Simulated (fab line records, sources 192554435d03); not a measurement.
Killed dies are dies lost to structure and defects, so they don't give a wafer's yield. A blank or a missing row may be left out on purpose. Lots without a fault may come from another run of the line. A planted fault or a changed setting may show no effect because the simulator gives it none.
Split-lot experiment | flow n5_finfet | 7 lots, 39 wafers read, on a route of 1938 steps

THE SPLIT
At N5_MOL_CONTACT_COAG_ALD_20 (deposits TiN, target thk 1.5 nm, pulse time 1 s, purge time 3 s), the setting ald_cycles was moved away from the recipe's 68 on 15 of the 39 wafers read, by -51.5% to +57.4%. The other wafers ran this setting at the recipe's value.

The reading is taken at the split's own step.

THE READING
TiN_of_MOL_CONTACT_COAG_ALD_20.thk_nm (the simulator's own value, which no gauge read), in nm, at N5_MOL_CONTACT_COAG_ALD_20 (deposits TiN, target thk 1.5 nm, pulse time 1 s, purge time 3 s). The file gives no usual value for it. The 24 wafers here that ran the recipe average 1.5 nm, standard deviation 0.1 nm.

wafer  | tool, chamber at the split | ald_cycles as run | against the recipe | TiN_of_MOL_CONTACT_COAG_ALD_20.thk_nm, nm | against lot-mates on the recipe
L075.1 | ald_metal-03, 1,2,1        | 33                | -51.5%             | 0.8                                       | -0.6
L075.2 | ald_metal-03, 1,2,1        | 33                | -51.5%             | 0.8                                       | -0.6
L075.6 | ald_metal-03, 1,2,1        | 33                | -51.5%             | 0.8                                       | -0.6
L075.3 | ald_metal-03, 0,3,2        | 68                | recipe             | 1.4                                       | -
L075.4 | ald_metal-03, 0,3,2        | 68                | recipe             | 1.4                                       | -
L075.5 | ald_metal-03, 0,3,2        | 68                | recipe             | 1.4                                       | -
L081.1 | ald_metal-03, 1,3,1        | 99                | +45.6%             | 2.2                                       | +0.6
L081.4 | ald_metal-03, 1,3,1        | 99                | +45.6%             | 2.2                                       | +0.6
L081.5 | ald_metal-03, 1,3,1        | 99                | +45.6%             | 2.2                                       | +0.6
L081.2 | ald_metal-03, 0,2,2        | 68                | recipe             | 1.6                                       | -
L081.3 | ald_metal-03, 0,2,2        | 68                | recipe             | 1.6                                       | -
L081.6 | ald_metal-03, 0,2,2        | 68                | recipe             | 1.6                                       | -
L083.1 | ald_metal-01, 0            | 68                | recipe             | 1.6                                       | -
L083.2 | ald_metal-01, 2,1,3        | 53                | -22.1%             | 1.2                                       | -0.3
L083.3 | ald_metal-01, 2,1,3        | 53                | -22.1%             | 1.2                                       | -0.3
L083.4 | ald_metal-01, 2,1,3        | 53                | -22.1%             | 1.2                                       | -0.3
L083.5 | ald_metal-01, 1,2          | 68                | recipe             | 1.4                                       | -
L083.6 | ald_metal-01, 1,2          | 68                | recipe             | 1.4                                       | -
L084.1 | ald_metal-03, 3,1          | 86                | +26.5%             | 1.8                                       | +0.3
L084.2 | ald_metal-03, 3,1          | 86                | +26.5%             | 1.8                                       | +0.3
L084.3 | ald_metal-03, 0            | 68                | recipe             | 1.6                                       | -
L084.4 | ald_metal-03, 2,0          | 68                | recipe             | 1.4                                       | -
L084.6 | ald_metal-03, 2,0          | 68                | recipe             | 1.4                                       | -
L084.5 | ald_metal-03, 1            | 86                | +26.5%             | 2                                         | +0.5
L086.1 | ald_metal-03, 2,2,1        | 68                | recipe             | 1.6                                       | -
L086.4 | ald_metal-03, 2,2,1        | 68                | recipe             | 1.6                                       | -
L086.5 | ald_metal-03, 2,2,1        | 68                | recipe             | 1.6                                       | -
L086.2 | ald_metal-03, 0,1,0        | 107               | +57.4%             | 2.4                                       | +0.8
L086.3 | ald_metal-03, 0,1,0        | 107               | +57.4%             | 2.4                                       | +0.8
L086.6 | ald_metal-03, 0,1,0        | 107               | +57.4%             | 2.4                                       | +0.8
L089.1 | ald_metal-01, 1,2          | 68                | recipe             | 1.4                                       | -
L089.3 | ald_metal-01, 1,2          | 68                | recipe             | 1.4                                       | -
L089.2 | ald_metal-01, 3,0,3,2      | 68                | recipe             | 1.6                                       | -
L089.4 | ald_metal-01, 3,0,3,2      | 68                | recipe             | 1.6                                       | -
L089.5 | ald_metal-01, 3,0,3,2      | 68                | recipe             | 1.6                                       | -
L089.6 | ald_metal-01, 3,0,3,2      | 68                | recipe             | 1.6                                       | -
L093.3 | ald_metal-02, 0,1          | 68                | recipe             | 1.4                                       | -
L093.5 | ald_metal-02, 0,1          | 68                | recipe             | 1.4                                       | -
L093.6 | ald_metal-02, 2            | 68                | recipe             | 1.6                                       | -
Where a row lists several chambers, the file gives one row for several wafers and doesn't say which wafer went through which chamber.

THE FIT
A straight line over all 39 wafers: TiN_of_MOL_CONTACT_COAG_ALD_20.thk_nm changes by +0.0147 nm for each +1% of ald_cycles; r = +0.98; the points scatter about the line by 0.087 nm.
The same after taking each lot's own level away (the mean of its wafers on the recipe; 39 wafers): +0.013 nm for each +1%; r = +0.98; scatter 0.071 nm.
On that fit, the largest move of ald_cycles shifts the reading by 0.75 nm.
The lots' own levels span 1.40 to 1.60 nm, that is 2.0 times the standard deviation above.
So the lot-to-lot level changes the slope: the two fits differ.
Check: with one of the wafers moved furthest among these (+57.4%) left out of the fit, the line predicts +0.756 nm for it against its lot-mates. It came out at +0.8 nm against them.

OTHER SPLITS ON THESE WAFERS
These wafers also went through other splits before the reading. Each is held against what the fit with the lots' levels taken away leaves over:
other split on the same wafers     | wafers away from the commonest value | r with TiN_of_MOL_CONTACT_COAG_ALD_20.thk_nm (lot level and that fit taken away)
N5_SD_EPI_N_ETCH_16 target_depth_a | 18                                   | +0.03
N5_HKMG_FIN_HK_ALD_01 ald_cycles   | 18                                   | -0.05

THE FILE'S OWN FIT
TiN_of_MOL_CONTACT_COAG_ALD_20.thk_nm changes by +0.0131 nm for each +1% of ald_cycles, r = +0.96.
